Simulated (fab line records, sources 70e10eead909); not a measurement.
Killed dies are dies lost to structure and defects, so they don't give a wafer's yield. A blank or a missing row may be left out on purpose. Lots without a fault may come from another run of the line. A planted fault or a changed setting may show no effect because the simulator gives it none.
A struck lot beside a sound one | flow nand_harc | 14 steps out of a route of 1302
Sound: wafers L576.2, L576.3, L576.4. Struck: wafers L586.1, L586.4, L586.5. The cause comes at the end.
At each step with rows: each side's tool, then ch and its chambers, then its first start. Under that, the readings that differ: sound wafers | struck wafers | difference of the means | sigmas: that difference in standard deviations of wafers without a fault.
alike: readings whose means differ by less than 2 such deviations, and words and numbers that are the same on both sides. not compared: withheld readings, readings that some wafer has no value for, bounds like >300 that may hide the same value, and numbers for which the record gives no deviation and whose values overlap.
The two part at a step that has a row with sigmas, a row that says differs or no value, or rows on one side only. Numbers that don't overlap but have no deviation are shown without sigmas and don't part them. A reading that every wafer of one side lacks parts them only if that side has two wafers or more.

first, 1 step without rows for these wafers: NHARC_P_M2_DEGAS_29 (time 60 s).
NHARC_P_M2_PRE_CLEAN_30: time 30 s.
  sound on pvd_sputter-01; struck on pvd_sputter-03
  alike: heater_power_w
then, 3 steps without rows for these wafers: NHARC_P_M2_PVD_20 (deposits TaN, target thk 5 nm, time 8.06 s); NHARC_P_M2_PVD_21 (deposits Cu, target thk 30 nm, time 20.49 s); NHARC_P_M2_ECD_22 (material Cu, target thk 400 nm).
NHARC_P_M2_ANNEAL_31: time 90 s.
  sound on rtp_anneal-02 ch 0, day 7 22:28; struck on rtp_anneal-02 ch 0, day 11 17:54
  alike: wafer_temp_C_max
NHARC_P_M2_CMP_23: polishes, t overpolish 20 s, target thk 144.3 nm.
  sound on cmp-04 ch 1,2,3, day 7 22:46; struck on cmp-03 ch 0,1,3, day 11 18:19
  reading             | sound          | struck         | difference | sigmas
  motor_current_A (A) | 13.8 12.5 14.0 | 10.9 11.7 10.1 | -2.5       | -2
  alike: slurry_filter_dp_kPa, time_to_endpoint_s
NHARC_P_M2_THK_MEAS_24: measures by xrf.
  sound on film_metro-01, day 7 23:05; struck on film_metro-02, day 11 18:34
  reading     | sound             | struck            | difference | sigmas
  thk_nm (nm) | 142.3 142.3 142.4 | 146.6 147.3 144.8 | +3.9       | +2
then, 1 step without rows for these wafers: NHARC_P_M2_SRD_25.
NHARC_P_M2_INSPECT_27:
  sound on defect_inspect-01, day 7 23:14; struck on defect_inspect-02, day 11 18:43
  reading          | sound       | struck      | difference | sigmas
  raw_defect_count | 714 684 425 | 361 402 303 | -252       | -2
NHARC_P_M2_PRE_CLEAN_32: time 12 s.
  sound on pecvd-02 ch 0,1,2, day 7 23:19; struck on pecvd-01 ch 0,1,2, day 11 18:48
  alike: heater_power_w
NHARC_P_M2_DEP_33: deposits SiCN, target thk 30 nm.
  sound on pecvd-02 ch 0,1,2, day 7 23:25; struck on pecvd-01 ch 0,1,2, day 11 18:55
  no value came back on the struck wafers for chamber_pressure_Torr (Torr), heater_power_outer_w (W), heater_power_w (W); on the sound wafers chamber_pressure_Torr (Torr) reads 2.994 3.000 2.990
NHARC_P_BONDPAD_DEP_00: deposits SiCN, target thk 250 nm.
  sound on pecvd-04 ch 1,2, day 7 23:48; struck on pecvd-02 ch 1,2, day 11 19:20
  alike: chamber_pressure_Torr, heater_power_outer_w, heater_power_w
-- the record jumps here: 18 days lie between the struck wafers' starts before and after (it left off in module P_BONDPAD and takes up again in module END, whose first step shown is number 1302 of the route) --
NHARC_END_SORT_01:
  sound on prober-01 ch 0, day 25 14:04; struck on prober-01 ch 0, day 29 15:31
  alike: defect_limited_yield, killed_at_array, killed_at_other, killed_at_periphery, killed_dies, killed_open, killed_short

WHERE THEY PART
First at NHARC_P_M2_CMP_23; last, within this record, at NHARC_P_M2_DEP_33. Later steps at which nothing parts them and some readings are alike: NHARC_P_BONDPAD_DEP_00, NHARC_END_SORT_01.

WHY: what the simulator had put in
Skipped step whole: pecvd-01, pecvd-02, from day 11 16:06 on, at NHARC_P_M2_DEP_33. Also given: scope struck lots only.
